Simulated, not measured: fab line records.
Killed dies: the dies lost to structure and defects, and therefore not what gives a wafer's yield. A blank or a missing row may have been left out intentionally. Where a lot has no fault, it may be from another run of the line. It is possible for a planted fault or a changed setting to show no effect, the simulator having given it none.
Split-lot trial	flow n5_finfet	7 lots, 21 wafers read, on a route of 1938 steps

THE SPLIT
At N5_BEOL_M13_EXPOSE_07 (exposes mask V12), the setting dose_mj was moved away from the recipe's 24.8 on 7 of the 21 wafers read, by -6.8% to +5.8%. For the rest of the wafers, this setting stayed at what the recipe calls for.

FROM THE SPLIT TO THE READING: what the file shows between them, 6 steps
- N5_BEOL_M13_PEB_08: peb time 90 s
- N5_BEOL_M13_DEVELOP_09: develop time 45 s
- N5_BEOL_M13_HARDBAKE_14: time 120 s
- N5_BEOL_M13_CD_MEAS_10: target cd 190 nm
- N5_BEOL_M13_STRIP_71: strips in post etch residue remover, time 60 s
- N5_BEOL_M13_SRD_72: time 30 s, dry time 30 s

THE READING
cd_nm (nm) at N5_BEOL_M13_CD_MEAS_17, where the cd target is 190 nm. A value of 189.0 nm with a standard deviation of 1.9 nm is what fault-free wafers of this fab line usually give.

wafer	tool, chamber at the split	dose_mj as run	against the recipe	cd_nm, nm	against lot-mates on the recipe
L076.2	krf_scanner-01, 0	24.8	recipe	187.7	-
L076.4	krf_scanner-01, 0	24.8	recipe	192.6	-
L076.6	krf_scanner-01, 0	24.8	recipe	190.9	-
L083.1	krf_scanner-01, 0	23.31	-6.0%	184.6	-6.0
L083.4	krf_scanner-01, 0	24.8	recipe	190.6	-
L083.5	krf_scanner-01, 0	23.31	-6.0%	185.4	-5.2
L086.2	krf_scanner-02, 0	23.12	-6.8%	180.7	-8.8
L086.3	krf_scanner-02, 0	23.12	-6.8%	181.7	-7.8
L086.6	krf_scanner-02, 0	24.8	recipe	189.5	-
L085.1	krf_scanner-02, 0	24.8	recipe	188.9	-
L085.5	krf_scanner-02, 0	24.8	recipe	187.9	-
L085.6	krf_scanner-02, 0	24.8	recipe	191.7	-
L089.2	krf_scanner-02, 0	24.8	recipe	189.1	-
L089.4	krf_scanner-02, 0	26.23	+5.8%	193.3	+4.2
L089.6	krf_scanner-02, 0	26.23	+5.8%	195.1	+6.0
L088.2	krf_scanner-01, 0	24.8	recipe	190.9	-
L088.3	krf_scanner-01, 0	24.8	recipe	191.5	-
L088.4	krf_scanner-01, 0	24.8	recipe	188.4	-
L096.1	krf_scanner-01, 0	24.8	recipe	188.9	-
L096.2	krf_scanner-01, 0	25.88	+4.4%	193.4	+4.5
L096.6	krf_scanner-01, 0	24.8	recipe	189.0	-

FIT RESULTS
A straight line over all 21 wafers: cd_nm changes by +0.956 nm for each +1% of dose_mj; r = +0.91; the points scatter about the line by 1.5 nm.
The same after taking each lot's own level away (the mean of its wafers on the recipe; 21 wafers): +1.03 nm for each +1%; r = +0.94; scatter 1.3 nm.
Per that fit: largest dose_mj move, reading shift of 7 nm.
The span of the lots' own levels, 188.95 to 190.60 nm, comes to 0.9 times the standard deviation stated above.
Consequently the slope shifts little with the lot-to-lot level, the two slopes agreeing.
Check: -6.67 nm against its lot-mates is what the line predicts for one of the wafers moved furthest among these (-6.8%) when that wafer is left out of the fit. It came out at -8.8 nm against them.

THE WHOLE CHAIN: every reading that the file lists as answering this split, in the file's order
step	what it does	reading	change (the file's fit)	r (the file's)
N5_BEOL_M13_CD_MEAS_10	target cd 190 nm	cd_nm	+0.987 nm for each +1% of the setting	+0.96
N5_BEOL_M13_CD_MEAS_17	target cd 190 nm	cd_nm	+1.03 nm for each +1% of the setting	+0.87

FILE'S OWN FIT
cd_nm changes by +1.03 nm for each +1% of dose_mj, r = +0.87.
